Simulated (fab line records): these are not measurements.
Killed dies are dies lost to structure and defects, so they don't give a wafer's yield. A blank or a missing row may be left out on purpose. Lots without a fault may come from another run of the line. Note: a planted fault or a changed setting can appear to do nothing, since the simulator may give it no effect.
fab line records + flow n5Finfet
record
- lots=6
- wafers=18
- lastDay=17
route steps=1938 shown HKMG_FIN@409 BEOL_M4@1111 PASSIVATION@1936
lots that met no fault: taken from a fault-free run of the same line
startH: start of the lot's first displayed wafer, in hours after the record's first day + waitH: hours elapsed since this lot's preceding step + " same as the row above + L1.1+2: a single row standing in for several wafers + - no value, or no start given + * or withheld: withheld + < > ~ a bound
route shown NAME@n: names a module that has steps shown in the file, with the first one's number in the route + usual: mean/standard deviation taken from wafers without a fault + same: alike in all rows + chamber/n: place in a boat + sites: each site's reading + _std_site: standard deviation across them + _edge_site: the outer-site mean with the inner-site mean subtracted + radiusMm: how far each site lies from the wafer's centre + mask NAME#n: copy n + behind: the tool/chamber that last shaped the wafer + hold: reason for holding the lot/hours on hold/outcome of the hold + device: the n, p or np transistor that did not switch + end of line: the same wafers' tests at the end of the route + step lacking rows: just its recipe + killed: count of dies lost to structure and defects at first sort (not the wafer's yield) + map: a wafer's dies, x killed, . not, _ none there
set.NAME: setting as actually run; set.NAME@STEP: the setting as run at that earlier step + model.NAME: the simulator's own value behind a step, which no gauge read
lots at some steps of the route; a table a step, a row a wafer
services: when a tool's chamber went out of use (startH, in hours from the record's first day, below 0 if earlier), for how many hours, and the reason
## steps
# step N5_HKMG_FIN_STRIP_60
# recipe
- chemistry=N2/H2
- powerW=2500
- tempC=300
- h2Frac=0.65
- timeS=360
- pressureMtorr=withheld
- n2FlowSccm=1750
- h2FlowSccm=3250
# usual
- drypumpMotorCurrentA=5.7/0.34
- heaterPowerW=500/56
- tempC=300.04/0.18
# same
- timeS=360
| lot.wafer | tool           | chamber | startH | waitH | drypumpMotorCurrentA | heaterPowerW | rfHoursCounterH | tempC  |
|-----------|----------------|---------|--------|-------|----------------------|--------------|-----------------|--------|
| L370.1    | plasmaAsher-01 | 0       | 83.08  | 0.0   | 6.1                  | 437          | 80              | 299.96 |
| L370.2    | "              | 1       | "      | "     | 5.2                  | 525          | 80              | 300.05 |
| L370.5    | "              | 0       | "      | "     | 6.2                  | 427          | -               | 300.06 |
| L373.1    | plasmaAsher-02 | 1       | 106.98 | 0.0   | 5.9                  | 464          | 46              | 299.80 |
| L373.3    | "              | 0       | "      | "     | 5.4                  | 575          | -               | 300.04 |
| L373.5    | "              | 0       | "      | "     | 5.4                  | 575          | -               | 300.11 |
| L377.2    | plasmaAsher-01 | 1       | 127.87 | 0.0   | 5.2                  | 524          | 89              | 300.45 |
| L377.4    | "              | 0       | "      | "     | 6.1                  | 445          | -               | 299.79 |
| L377.6    | "              | 1       | "      | "     | 5.2                  | 521          | -               | 300.19 |
| L382.1    | plasmaAsher-02 | 1       | 155.98 | 0.2   | 5.8                  | 458          | 58              | 299.90 |
| L382.3    | "              | 1       | "      | "     | 5.8                  | 448          | -               | 299.81 |
| L382.5    | "              | 1       | "      | "     | 5.8                  | 448          | -               | 300.05 |
| L383.1    | plasmaAsher-02 | 0       | 161.43 | 0.0   | 5.4                  | 586          | 60              | 300.38 |
| L383.3    | "              | 0       | "      | "     | 5.4                  | 575          | -               | 300.11 |
| L383.5    | "              | 1       | "      | "     | 5.9                  | 453          | -               | 300.07 |
| L391.3    | plasmaAsher-02 | 0       | 211.87 | 0.1   | 5.4                  | 586          | -               | 300.09 |
| L391.4    | "              | 1       | "      | "     | 5.8                  | 453          | -               | 299.81 |
| L391.5    | "              | 0       | "      | "     | 5.5                  | 576          | -               | 299.92 |
# step N5_HKMG_FIN_WET_ETCH_77
# recipe
- chemistry=dHCl
- mix=1:10000
- tempC=25
- target=La2O3
- stopOn=HfO2
- targetDepthNm=2
# step N5_HKMG_FIN_WET_ETCH_78
# recipe
- chemistry=dNH4OH
- mix=1:50
- tempC=25
- target=Al2O3
- stopOn=La2O3
- targetDepthNm=4.5
- dry=ipaMarangoni
- rinseTimeS=30
- rinseTempC=23
# step N5_HKMG_FIN_ALD_79
# recipe
- material=TiN
- targetThkA=15
- tempC=400
- aldPrecursorFamily=TiCl4
- aldCoReactant=NH3
- pulseTimeS=1
- purgeTimeS=3
- coReactantPurgeTimeS=2
- coReactantPulseTimeS=2
- aldCycles=68
- pressureTorr=3
# usual
- aldCycles=68/0
- heaterPowerOuterW=525/54
- heaterPowerW=864/96
- precursorPulseHeightRel=0.999/0.018
# same
- coReactantPurgeTimeS=2
| lot.wafer | tool        | chamber | startH | waitH | aldCycles | heaterPowerOuterW | heaterPowerW | precursorPulseHeightRel |
|-----------|-------------|---------|--------|-------|-----------|-------------------|--------------|-------------------------|
| L370.1    | aldMetal-04 | 1       | 83.57  | 0.0   | 68        | 612               | 923          | 1.006                   |
| L370.2    | "           | 0       | "      | "     | 68        | 578               | 966          | 1.005                   |
| L370.5    | "           | 1       | "      | "     | 68        | 578               | 977          | 1.020                   |
| L373.1    | aldMetal-04 | 0       | 107.47 | 0.0   | 68        | 568               | 987          | 0.990                   |
| L373.3    | "           | 1       | "      | "     | 68        | 608               | 947          | 0.981                   |
| L373.5    | "           | 2       | "      | "     | 68        | 518               | 906          | 0.976                   |
| L377.2    | aldMetal-02 | 0       | 128.35 | 0.0   | 68        | 471               | 779          | 1.008                   |
| L377.4    | "           | 3       | "      | "     | 68        | 428               | 677          | 1.020                   |
| L377.6    | "           | 3       | "      | "     | 68        | 430               | 677          | 1.005                   |
| L382.1    | aldMetal-02 | 0       | 156.47 | 0.0   | 68        | 496               | 779          | 1.011                   |
| L382.3    | "           | 1       | "      | "     | 68        | 505               | 879          | 0.967                   |
| L382.5    | "           | 2       | "      | "     | 68        | 567               | 916          | 0.972                   |
| L383.1    | aldMetal-02 | 0       | 161.92 | 0.0   | 68        | 498               | 833          | 0.998                   |
| L383.3    | "           | 1       | "      | "     | 68        | 515               | 877          | 1.000                   |
| L383.5    | "           | 3       | "      | "     | 68        | 429               | 681          | 0.978                   |
| L391.3    | aldMetal-02 | 3       | 212.39 | 0.0   | 68        | 430               | 678          | 0.985                   |
| L391.4    | "           | 2       | "      | "     | 68        | 566               | 897          | 1.000                   |
| L391.5    | "           | 0       | "      | "     | 68        | 486               | 780          | 0.990                   |
# step N5_HKMG_FIN_CVD_62
# recipe
- material=a-Si
- targetThkA=30
- tempC=500
- precursor=Si2H6
- pressureTorr=1
- timeS=20.8
# usual
- heaterPowerOuterW=904/120
- heaterPowerW=1427/200
# same
- timeS=20.8
| lot.wafer | tool            | chamber | startH | waitH | heaterPowerOuterW | heaterPowerW |
|-----------|-----------------|---------|--------|-------|-------------------|--------------|
| L370.1    | thermalCvdSi-02 | 2       | 83.93  | 0.2   | 1045              | 1632         |
| L370.2    | "               | 1       | "      | "     | 834               | 1397         |
| L370.5    | "               | 2       | "      | "     | 996               | 1624         |
| L373.1    | thermalCvdSi-01 | 1       | 107.83 | 0.2   | 734               | 1116         |
| L373.3    | "               | 2       | "      | "     | 991               | 1585         |
| L373.5    | "               | 2       | "      | "     | 954               | 1606         |
| L377.2    | thermalCvdSi-01 | 2       | 128.71 | 0.2   | 961               | 1621         |
| L377.4    | "               | 1       | "      | "     | 751               | 1154         |
| L377.6    | "               | 1       | "      | "     | 756               | 1138         |
| L382.1    | thermalCvdSi-02 | 2       | 156.83 | 0.2   | 1047              | 1609         |
| L382.3    | "               | 0       | "      | "     | 792               | 1233         |
| L382.5    | "               | 1       | "      | "     | 860               | 1369         |
| L383.1    | thermalCvdSi-01 | 1       | 162.28 | 0.2   | 701               | 1106         |
| L383.3    | "               | 2       | "      | "     | 978               | 1625         |
| L383.5    | "               | 2       | "      | "     | 992               | 1566         |
| L391.3    | thermalCvdSi-01 | 1       | 212.75 | 0.2   | 748               | 1137         |
| L391.4    | "               | 1       | "      | "     | 731               | 1128         |
| L391.5    | "               | 0       | "      | "     | 1084              | 1674         |
# step N5_HKMG_FIN_RTA_80
# recipe
- tempC=withheld
- timeS=2
- ambient=N2
- idleTempC=600
- rampUpCPerS=150
- rampDownCPerS=60
- coolToC=600
# step N5_HKMG_FIN_PRECLEAN_64
# recipe
- chemistry=dHF
- timeS=30
- tempC=25
- dilution=withheld
# step N5_HKMG_FIN_WET_ETCH_65
# recipe
- chemistry=TMAH
- tempC=70
- concWtPct=5
- target=a-Si
- stopOn=TiN
- timeS=49
- targetDepthNm=3
# step N5_HKMG_FIN_WET_ETCH_81
# recipe
- chemistry=SC1
- target=TiN
- stopOn=HfO2
- mix=1:1:5
- tempC=60
- timeS=57
- targetDepthNm=6
# step N5_HKMG_FIN_WET_ETCH_82
# recipe
- chemistry=dHCl
- mix=1:10000
- tempC=25
- target=La2O3
- stopOn=HfO2
- targetDepthNm=2
- dry=ipaMarangoni
- rinseTimeS=30
- rinseTempC=23
# step N5_HKMG_FIN_ALD_36
# recipe
- material=TiN
- targetThkA=10
- tempC=400
- aldPrecursorFamily=TiCl4
- aldCoReactant=NH3
- pulseTimeS=1
- purgeTimeS=3
- coReactantPurgeTimeS=2
- coReactantPulseTimeS=2
- aldCycles=47
- pressureTorr=3
# usual
- aldCycles=47/0
- heaterPowerOuterW=539/50
- heaterPowerW=888/83
- precursorPulseHeightRel=1.003/0.02
# same
- coReactantPurgeTimeS=2
| lot.wafer | tool        | chamber | startH | waitH | aldCycles | heaterPowerOuterW | heaterPowerW | precursorPulseHeightRel |
|-----------|-------------|---------|--------|-------|-----------|-------------------|--------------|-------------------------|
| L370.1    | aldMetal-02 | 1       | 84.55  | 0.0   | 47        | 513               | 898          | 0.964                   |
| L370.2    | "           | 3       | "      | "     | 47        | 434               | 692          | 0.969                   |
| L370.5    | "           | 2       | "      | "     | 47        | 555               | 919          | 1.010                   |
| L373.1    | aldMetal-02 | 1       | 108.28 | 0.0   | 47        | 509               | 893          | 1.017                   |
| L373.3    | "           | 3       | "      | "     | 47        | 419               | 694          | 1.008                   |
| L373.5    | "           | 1       | "      | "     | 47        | 496               | 865          | 1.000                   |
| L377.2    | aldMetal-03 | 0       | 129.16 | 0.0   | 47        | 510               | 858          | 1.021                   |
| L377.4    | "           | 2       | "      | "     | 47        | 558               | 867          | 0.986                   |
| L377.6    | "           | 3       | "      | "     | 47        | 585               | 1013         | 0.994                   |
| L382.1    | aldMetal-04 | 2       | 157.23 | 0.0   | 47        | 521               | 876          | 1.020                   |
| L382.3    | "           | 1       | "      | "     | 47        | 596               | 961          | 0.980                   |
| L382.5    | "           | 2       | "      | "     | 47        | 531               | 892          | 0.999                   |
| L383.1    | aldMetal-03 | 2       | 162.68 | 0.0   | 47        | 565               | 879          | 1.035                   |
| L383.3    | "           | 1       | "      | "     | 47        | 623               | 919          | 1.003                   |
| L383.5    | "           | 0       | "      | "     | 47        | 501               | 862          | 1.013                   |
| L391.3    | aldMetal-04 | 1       | 213.15 | 0.0   | 47        | 591               | 949          | 1.011                   |
| L391.4    | "           | 3       | "      | "     | 47        | 504               | 796          | 1.000                   |
| L391.5    | "           | 0       | "      | "     | 47        | 573               | 977          | 1.010                   |
# step N5_HKMG_FIN_THK_MEAS_70
# recipe
- thkMeasGauge=xrf
- reads=HfO2_of_HKMG_FIN_HK_ALD_01
# usual
- HK_THK=1.578/0.021
| lot.wafer | tool         | chamber | startH | waitH | HK_THK[nm] |
|-----------|--------------|---------|--------|-------|------------|
| L370.1    | filmMetro-01 | -       | 84.83  | 0.2   | 1.594      |
| L370.2    | "            | -       | "      | "     | 1.579      |
| L370.5    | "            | -       | "      | "     | 1.598      |
| L373.1    | filmMetro-02 | -       | 108.56 | 0.2   | 1.613      |
| L373.3    | "            | -       | "      | "     | 1.620      |
| L373.5    | "            | -       | "      | "     | 1.616      |
| L377.2    | filmMetro-02 | -       | 129.44 | 0.2   | 1.600      |
| L377.4    | "            | -       | "      | "     | 1.554      |
| L377.6    | "            | -       | "      | "     | 1.546      |
| L382.1    | filmMetro-01 | -       | 157.51 | 0.2   | 1.599      |
| L382.3    | "            | -       | "      | "     | 1.614      |
| L382.5    | "            | -       | "      | "     | 1.599      |
| L383.1    | filmMetro-01 | -       | 162.96 | 0.2   | 1.606      |
| L383.3    | "            | -       | "      | "     | 1.584      |
| L383.5    | "            | -       | "      | "     | 1.587      |
| L391.3    | filmMetro-02 | -       | 213.43 | 0.2   | 1.565      |
| L391.4    | "            | -       | "      | "     | 1.551      |
| L391.5    | "            | -       | "      | "     | 1.561      |
# step N5_HKMG_FIN_PWFM_ALD_03
# recipe
- material=TiN
- targetThkA=20
- tempC=400
- aldPrecursorFamily=TiCl4
- aldCoReactant=NH3
- pulseTimeS=1
- purgeTimeS=3
- coReactantPurgeTimeS=2
- coReactantPulseTimeS=2
- aldCycles=91
- pressureTorr=3
# usual
- aldCycles=91/0
- heaterPowerOuterW=526/50
- heaterPowerW=869/94
- precursorPulseHeightRel=1.000/0.02
# same
- coReactantPurgeTimeS=2
| lot.wafer | tool        | chamber | startH | waitH | aldCycles | heaterPowerOuterW | heaterPowerW | precursorPulseHeightRel |
|-----------|-------------|---------|--------|-------|-----------|-------------------|--------------|-------------------------|
| L370.1    | aldMetal-04 | 0       | 84.86  | 0.0   | 91        | 574               | 996          | 0.962                   |
| L370.2    | "           | 2       | "      | "     | 91        | 527               | 892          | 0.996                   |
| L370.5    | "           | 3       | "      | "     | 91        | 500               | 809          | 1.046                   |
| L373.1    | aldMetal-04 | 0       | 108.59 | 0.0   | 91        | 566               | 993          | 1.016                   |
| L373.3    | "           | 2       | "      | "     | 91        | 529               | 901          | 1.015                   |
| L373.5    | "           | 1       | "      | "     | 91        | 601               | 976          | 1.009                   |
| L377.2    | aldMetal-02 | 1       | 129.48 | 0.0   | 91        | 512               | 883          | 0.989                   |
| L377.4    | "           | 3       | "      | "     | 91        | 436               | 685          | 0.987                   |
| L377.6    | "           | 0       | "      | "     | 91        | 484               | 776          | 0.991                   |
| L382.1    | aldMetal-02 | 2       | 157.55 | 0.0   | 99        | 571               | 901          | 1.031                   |
| L382.3    | "           | 1       | "      | "     | 91        | 503               | 912          | 1.016                   |
| L382.5    | "           | 3       | "      | "     | 99        | 440               | 677          | 1.046                   |
| L383.1    | aldMetal-02 | 1       | 162.99 | 0.0   | 99        | 492               | 891          | 0.978                   |
| L383.3    | "           | 0       | "      | "     | 91        | 492               | 805          | 1.007                   |
| L383.5    | "           | 3       | "      | "     | 99        | 431               | 673          | 1.007                   |
| L391.3    | aldMetal-03 | 2       | 213.47 | 0.0   | 91        | 554               | 889          | 0.993                   |
| L391.4    | "           | 1       | "      | "     | 91        | 614               | 929          | 1.015                   |
| L391.5    | "           | 2       | "      | "     | 91        | 553               | 882          | 0.973                   |
# step N5_HKMG_FIN_COAT_29
# recipe
- resist=SOC
- tempC=250
- timeS=60
- spinRpm=1500
- resistThkNm=300
# step N5_BEOL_M4_RC_MEAS_101
# usual
- DIBL_N=36.0/2.2
- DIBL_P=35.9/2.6
- IOFF_N=0.16/0.038
- IOFF_P=0.21/0.042
- ION_N=675/15
- ION_P=463/10
- SS_N=71.5/0.62
- SS_P=73.2/0.76
- VT_N=250/4.1
- VT_P=-251/3.6
| lot.wafer | tool      | chamber | startH | waitH | DIBL_N[mV/V] | DIBL_P[mV/V] | IOFF_N[nA/um] | IOFF_P[nA/um] | ION_N[uA/um] | ION_P[uA/um] | SS_N[mV/dec] | SS_P[mV/dec] | VT_N[mV] | VT_P[mV] |
|-----------|-----------|---------|--------|-------|--------------|--------------|---------------|---------------|--------------|--------------|--------------|--------------|----------|----------|
| L370.1    | prober-02 | 0       | 168.61 | 0.0   | 37.0         | 39.1         | 0.19          | 0.24          | 697          | 471          | 71.8         | 73.7         | 245      | -251     |
| L370.2    | "         | 0       | "      | "     | 35.8         | 36.3         | 0.15          | 0.18          | 670          | 452          | 70.9         | 73.2         | 254      | -252     |
| L370.5    | "         | 0       | "      | "     | 35.5         | 36.4         | 0.15          | 0.19          | 664          | 453          | 72.0         | 73.5         | 251      | -254     |
| L373.1    | prober-01 | 0       | 195.21 | 0.0   | 34.6         | 34.5         | 0.14          | 0.19          | 683          | 470          | 71.3         | 73.1         | 249      | -251     |
| L373.3    | "         | 0       | "      | "     | 31.4         | 31.4         | 0.11          | 0.16          | 667          | 461          | 70.3         | 72.1         | 251      | -252     |
| L373.5    | "         | 0       | "      | "     | 35.9         | 36.8         | 0.16          | 0.20          | 689          | 465          | 71.7         | 73.3         | 249      | -252     |
| L377.2    | prober-02 | 0       | 216.01 | 0.2   | 37.0         | 34.9         | 0.14          | 0.16          | 671          | 449          | 71.9         | 73.1         | 254      | -257     |
| L377.4    | "         | 0       | "      | "     | 36.9         | 36.5         | 0.16          | 0.19          | 683          | 458          | 72.4         | 73.1         | 252      | -256     |
| L377.6    | "         | 0       | "      | "     | 34.9         | 33.9         | 0.11          | 0.15          | 661          | 445          | 71.1         | 73.0         | 256      | -257     |
| L382.1    | prober-02 | 0       | 247.32 | 0.0   | 34.5         | 33.5         | 0.12          | 0.24          | 656          | 476          | 71.3         | 72.4         | 254      | -243     |
| L382.3    | "         | 0       | "      | "     | 39.1         | 38.6         | 0.22          | 0.28          | 709          | 482          | 72.3         | 73.6         | 243      | -247     |
| L382.5    | "         | 0       | "      | "     | 35.4         | 33.0         | 0.13          | 0.22          | 663          | 471          | 70.8         | 72.3         | 254      | -246     |
| L383.1    | prober-01 | 0       | 264.37 | 0.1   | 30.7         | 29.6         | 0.08          | 0.14          | 656          | 458          | 70.8         | 72.5         | 261      | -254     |
| L383.3    | "         | 0       | "      | "     | 39.7         | 39.5         | 0.23          | 0.24          | 674          | 456          | 73.9         | 74.6         | 245      | -251     |
| L383.5    | "         | 0       | "      | "     | 34.3         | 33.5         | 0.12          | 0.19          | 661          | 452          | 71.7         | 72.7         | 254      | -253     |
| L391.3    | prober-02 | 0       | 306.66 | 0.3   | 34.1         | 34.9         | 0.15          | 0.21          | 684          | 474          | 71.1         | 73.1         | 247      | -249     |
| L391.4    | "         | 0       | "      | "     | 32.8         | 30.7         | 0.12          | 0.16          | 666          | 459          | 71.3         | 71.2         | 251      | -253     |
| L391.5    | "         | 0       | "      | "     | 36.8         | 37.0         | 0.20          | 0.25          | 690          | 472          | 71.9         | 73.3         | 244      | -245     |
# step N5_PASSIVATION_PROBE_49
# usual
- defectLimitedYield=91.4/1.6
- killed_at_M0_to_M3=35/10
- killed_at_M4_up=12/4.7
- killedAtContacts=12/5.8
- killedAtFrontEnd=38/12
- killedAtOther=4/3.2
- killedDies=102/18
- killedOpen=68/14
- killedShort=32/8
- sort_bin_5_function=5.1/0.96
- sort_bin_6_memory=3.2/0.77
- sortNPass=1078/20
- sortYieldPct=91.3/1.7
# same
- grossDies=1180
- killedAtBackSide=0
- sort_bin_4_leakage[%]=0
- sort_bin_8_speed[%]=0
| lot.wafer | tool      | chamber | startH | waitH | defectLimitedYield[%] | killed_at_M0_to_M3 | killed_at_M4_up | killedAtContacts | killedAtFrontEnd | killedAtOther | killedDies | killedOpen | killedShort | sort_bin_5_function[%] | sort_bin_6_memory[%] | sortNPass | sortYieldPct[%] |
|-----------|-----------|---------|--------|-------|-----------------------|--------------------|-----------------|------------------|------------------|---------------|------------|------------|-------------|------------------------|----------------------|-----------|-----------------|
| L370.1    | prober-02 | -       | 276.19 | 0.0   | 93.3                  | 24                 | 15              | 7                | 32               | 1             | 79         | 45         | 32          | 4.0                    | 2.4                  | 1101      | 93.3            |
| L370.2    | prober-02 | -       | 276.24 | 0.1   | 93.5                  | 27                 | 8               | 12               | 29               | 1             | 77         | 43         | 34          | 4.5                    | 1.5                  | 1103      | 93.5            |
| L370.5    | prober-02 | -       | 276.39 | 0.2   | 95.1                  | 13                 | 13              | 7                | 24               | 1             | 58         | 45         | 13          | 3.1                    | 1.9                  | 1122      | 95.1            |
| L373.1    | prober-01 | -       | 309.23 | 0.6   | 89.5                  | 37                 | 11              | 12               | 44               | 20            | 124        | 76         | 47          | 6.6                    | 3.4                  | 1056      | 89.5            |
| L373.3    | prober-01 | -       | 309.33 | 0.7   | 89.8                  | 30                 | 12              | 20               | 45               | 13            | 120        | 77         | 40          | 6.2                    | 3.7                  | 1060      | 89.8            |
| L373.5    | prober-01 | -       | 309.43 | 0.8   | 91.0                  | 30                 | 11              | 13               | 44               | 8             | 106        | 71         | 35          | 5.3                    | 3.7                  | 1074      | 91.0            |
| L377.2    | prober-01 | -       | 325.68 | 0.1   | 92.1                  | 36                 | 19              | 3                | 34               | 1             | 93         | 64         | 29          | 4.7                    | 3.1                  | 1087      | 92.1            |
| L377.4    | prober-01 | -       | 325.78 | 0.2   | 91.7                  | 40                 | 14              | 2                | 36               | 6             | 98         | 69         | 27          | 5.0                    | 3.0                  | 1082      | 91.7            |
| L377.6    | prober-01 | -       | 325.88 | 0.3   | 93.3                  | 20                 | 16              | 12               | 28               | 3             | 79         | 53         | 26          | 4.2                    | 2.5                  | 1101      | 93.3            |
| L382.1    | prober-02 | -       | 359.58 | 0.9   | 93.9                  | 33                 | 7               | 6                | 25               | 1             | 72         | 51         | 21          | 3.8                    | 2.2                  | 1108      | 93.9            |
| L382.3    | prober-02 | -       | 359.68 | 1.0   | 91.6                  | 21                 | 21              | 7                | 49               | 1             | 99         | 75         | 24          | 4.9                    | 3.3                  | 1081      | 91.6            |
| L382.5    | prober-02 | -       | 359.78 | 1.1   | 90.0                  | 43                 | 11              | 17               | 42               | 5             | 118        | 94         | 24          | 5.5                    | 4.2                  | 1062      | 90.0            |
| L383.1    | prober-01 | -       | 373.30 | 0.0   | 90.1                  | 41                 | 14              | 11               | 46               | 5             | 117        | 68         | 49          | 6.3                    | 3.5                  | 1063      | 90.1            |
| L383.3    | prober-01 | -       | 373.40 | 0.1   | 91.2                  | 31                 | 6               | 11               | 38               | 18            | 104        | 79         | 25          | 5.5                    | 3.1                  | 1076      | 91.2            |
| L383.5    | prober-01 | -       | 373.50 | 0.2   | 91.4                  | 36                 | 12              | 6                | 42               | 5             | 101        | 73         | 28          | 5.3                    | 3.2                  | 1079      | 91.4            |
| L391.3    | prober-02 | -       | 403.87 | 0.1   | 91.2                  | 50                 | 3               | 20               | 30               | 1             | 104        | 65         | 39          | 5.4                    | 3.1                  | 1076      | 91.2            |
| L391.4    | prober-02 | -       | 403.92 | 0.2   | 90.8                  | 34                 | 9               | 11               | 53               | 1             | 108        | 71         | 37          | 5.6                    | 3.4                  | 1072      | 90.8            |
| L391.5    | prober-02 | -       | 403.97 | 0.2   | 92.2                  | 33                 | 12              | 17               | 27               | 3             | 92         | 59         | 31          | 4.9                    | 2.9                  | 1088      | 92.2            |
# killed by level:class
L370.1 FIN_SAQP:geometricParticle:short=9 MOL_CONTACT_COAG:geometricParticle:open=5 BEOL_M2:geometricParticle:open=5 BEOL_M4:geometricParticle:open=5 DUMMY_GATE:geometricParticle:open=4 BEOL_M0_SAQP:geometricParticle:open=4 BEOL_M0_SAQP:geometricParticle:short=4 FIN_SAQP:geometricParticle:open=3
L370.2 MOL_CONTACT_COAG:geometricParticle:open=9 BEOL_M0_SAQP:geometricParticle:short=8 BEOL_M3:geometricParticle:open=8 FIN_SAQP:geometricParticle:open=6 FIN_SAQP:geometricParticle:short=5 STARTING-WAFER:geometricParticle:short=5 BEOL_M2:geometricParticle:open=4 STI_FIN_REVEAL:geometricParticle:short=3
L370.5 MOL_CONTACT_COAG:geometricParticle:open=6 BEOL_M2:geometricParticle:open=6 STI_FIN_REVEAL:geometricParticle:open=5 BEOL_M3:geometricParticle:open=5 FIN_SAQP:geometricParticle:short=4 FIN_SAQP:geometricParticle:open=3 ILD0:geometricParticle:open=3 ILD0:geometricParticle:short=2
L373.1 FIN_SAQP:geometricParticle:short=13 FIN_SAQP:geometricParticle:open=11 MOL_CONTACT_COAG:geometricParticle:open=10 BEOL_M0_SAQP:geometricParticle:open=8 BEOL_M1:geometricParticle:open=6 PASS1_DEP:geometricParticle:open=6 PAD_METAL:geometricParticle:short=6 STI_FIN_REVEAL:geometricParticle:open=5
L373.3 FIN_SAQP:geometricParticle:open=21 FIN_SAQP:geometricParticle:short=14 BEOL_M1:geometricParticle:open=11 MOL_CONTACT_COAG:geometricParticle:open=11 MOL_CONTACT_COAG:geometricParticle:short=9 BEOL_M0_SAQP:geometricParticle:open=7 BEOL_M2:geometricParticle:open=5 PAD_METAL:geometricParticle:open=4
L373.5 FIN_SAQP:geometricParticle:open=12 MOL_CONTACT_COAG:geometricParticle:open=11 BEOL_M0_SAQP:geometricParticle:open=11 FIN_SAQP:geometricParticle:short=9 BEOL_M1:geometricParticle:open=8 BEOL_M0_SAQP:geometricParticle:short=5 DUMMY_GATE:geometricParticle:open=4 GATE_CUT:geometricParticle:short=4
L377.2 BEOL_M2:geometricParticle:open=14 STI_FIN_REVEAL:geometricParticle:open=8 GATE_CUT:geometricParticle:short=6 STARTING-WAFER:geometricParticle:open=6 BEOL_M0:geometricParticle:open=5 BEOL_M1:geometricParticle:open=5 BEOL_M2:geometricParticle:short=5 BEOL_M4:geometricParticle:open=5
L377.4 BEOL_M3:geometricParticle:open=10 BEOL_M2:geometricParticle:open=9 FIN_SAQP:geometricParticle:open=7 STI_FIN_REVEAL:geometricParticle:open=7 BEOL_M0_SAQP:geometricParticle:open=6 ILD0:geometricParticle:short=5 BEOL_M0:geometricParticle:open=5 BEOL_M2:geometricParticle:short=4
L377.6 MOL_CONTACT_COAG:geometricParticle:open=9 BEOL_M4:geometricParticle:open=7 BEOL_M0_SAQP:geometricParticle:short=5 BEOL_M2:geometricParticle:open=5 BEOL_M6:geometricParticle:open=5 FIN_SAQP:geometricParticle:short=4 ILD0:geometricParticle:short=4 GATE_CUT:geometricParticle:short=4
L382.1 FIN_SAQP:geometricParticle:open=14 BEOL_M2:geometricParticle:open=9 BEOL_M1:geometricParticle:open=6 MOL_CONTACT_COAG:geometricParticle:open=6 FIN_SAQP:geometricParticle:short=5 BEOL_M3:geometricParticle:open=5 BEOL_M0_SAQP:geometricParticle:short=4 BEOL_M0:geometricParticle:open=3
L382.3 FIN_SAQP:geometricParticle:open=13 STI_FIN_REVEAL:geometricParticle:open=13 BEOL_M4:geometricParticle:open=11 BEOL_M0_SAQP:geometricParticle:open=7 STARTING-WAFER:geometricParticle:open=6 FIN_SAQP:geometricParticle:short=5 MOL_CONTACT_COAG:geometricParticle:open=4 BEOL_M3:geometricParticle:open=4
L382.5 MOL_CONTACT_COAG:geometricParticle:open=15 FIN_SAQP:geometricParticle:open=14 BEOL_M1:geometricParticle:open=14 BEOL_M2:geometricParticle:open=14 DUMMY_GATE:geometricParticle:open=8 STI_FIN_REVEAL:geometricParticle:open=5 BEOL_M4:geometricParticle:open=5 BEOL_M0_SAQP:geometricParticle:open=4
L383.1 BEOL_M0_SAQP:geometricParticle:short=12 FIN_SAQP:geometricParticle:open=9 MOL_CONTACT_COAG:geometricParticle:open=9 STI_FIN_REVEAL:geometricParticle:open=7 BEOL_M0_SAQP:geometricParticle:open=6 BEOL_M2:geometricParticle:open=6 FIN_SAQP:geometricParticle:short=5 DUMMY_GATE:geometricParticle:open=5
L383.3 FIN_SAQP:geometricParticle:open=13 BEOL_M2:geometricParticle:open=10 STI_FIN_REVEAL:geometricParticle:open=9 MOL_CONTACT_COAG:geometricParticle:open=9 BEOL_M3:geometricParticle:open=9 MIM_BOT:geometricParticle:open=8 STARTING-WAFER:geometricParticle:open=5 MIM_BOT:geometricParticle:short=5
L383.5 STI_FIN_REVEAL:geometricParticle:open=12 FIN_SAQP:geometricParticle:open=10 BEOL_M3:geometricParticle:open=10 BEOL_M0_SAQP:geometricParticle:short=7 BEOL_M0_SAQP:geometricParticle:open=7 MOL_CONTACT_COAG:geometricParticle:open=5 BEOL_M2:geometricParticle:open=5 BEOL_M4:geometricParticle:open=5
L391.3 BEOL_M0_SAQP:geometricParticle:short=19 MOL_CONTACT_COAG:geometricParticle:open=15 BEOL_M0_SAQP:geometricParticle:open=14 BEOL_M1:geometricParticle:open=11 FIN_SAQP:geometricParticle:short=7 STI_FIN_REVEAL:geometricParticle:open=7 MOL_CONTACT_COAG:geometricParticle:short=5 FIN_SAQP:geometricParticle:open=3
L391.4 FIN_SAQP:geometricParticle:open=15 BEOL_M0_SAQP:geometricParticle:open=10 FIN_SAQP:geometricParticle:short=8 MOL_CONTACT_COAG:geometricParticle:open=8 BEOL_M0_SAQP:geometricParticle:short=8 STI_FIN_REVEAL:geometricParticle:open=6 BEOL_M3:geometricParticle:open=6 STARTING-WAFER:geometricParticle:short=6
L391.5 MOL_CONTACT_COAG:geometricParticle:open=14 BEOL_M0_SAQP:geometricParticle:open=13 BEOL_M0_SAQP:geometricParticle:short=9 FIN_SAQP:geometricParticle:open=8 FIN_SAQP:geometricParticle:short=7 DUMMY_GATE:geometricParticle:open=4 BEOL_M3:geometricParticle:open=4 MOL_CONTACT_COAG:geometricParticle:short=3
## services
| tool            | chamber | startH | hours | kind        |
|-----------------|---------|--------|-------|-------------|
| aldMetal-03     | -       | 62.85  | 0.8   | repair      |
| aldMetal-04     | 0       | 73.22  | -     | calibration |
| aldMetal-04     | -       | 73.33  | 0.9   | repair      |
| aldMetal-02     | -       | 87.15  | 2.8   | repair      |
| thermalCvdSi-01 | 0       | 103.22 | 30.7  | repair      |
| thermalCvdSi-01 | -       | 144.30 | 14.6  | pm          |
| plasmaAsher-01  | -       | 149.50 | 9.1   | repair      |
| aldMetal-02     | 1       | 187.77 | 24.8  | repair      |
## key
firstSign
- step=N5_HKMG_FIN_PWFM_ALD_03
- reading=aldCycles
- direction=up
- sigmas=99+
- usual=*
- struck=*
effect none on later readings
metAt N5_HKMG_FIN_PWFM_ALD_03
struckWafers L382.1,L382.5,L383.1,L383.5
onsetBetween 129.48 157.55
fault
- kind=processParameterDrift
- tool=aldMetal-02
- chamber=-
- onsetH=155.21
- steps=N5_HKMG_FIN_PWFM_ALD_03
- channel=aldCycles
- offset=*
- shape=step
- endH=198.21
- scope=struckWafersOnly
- actsIn=*
- stated=*
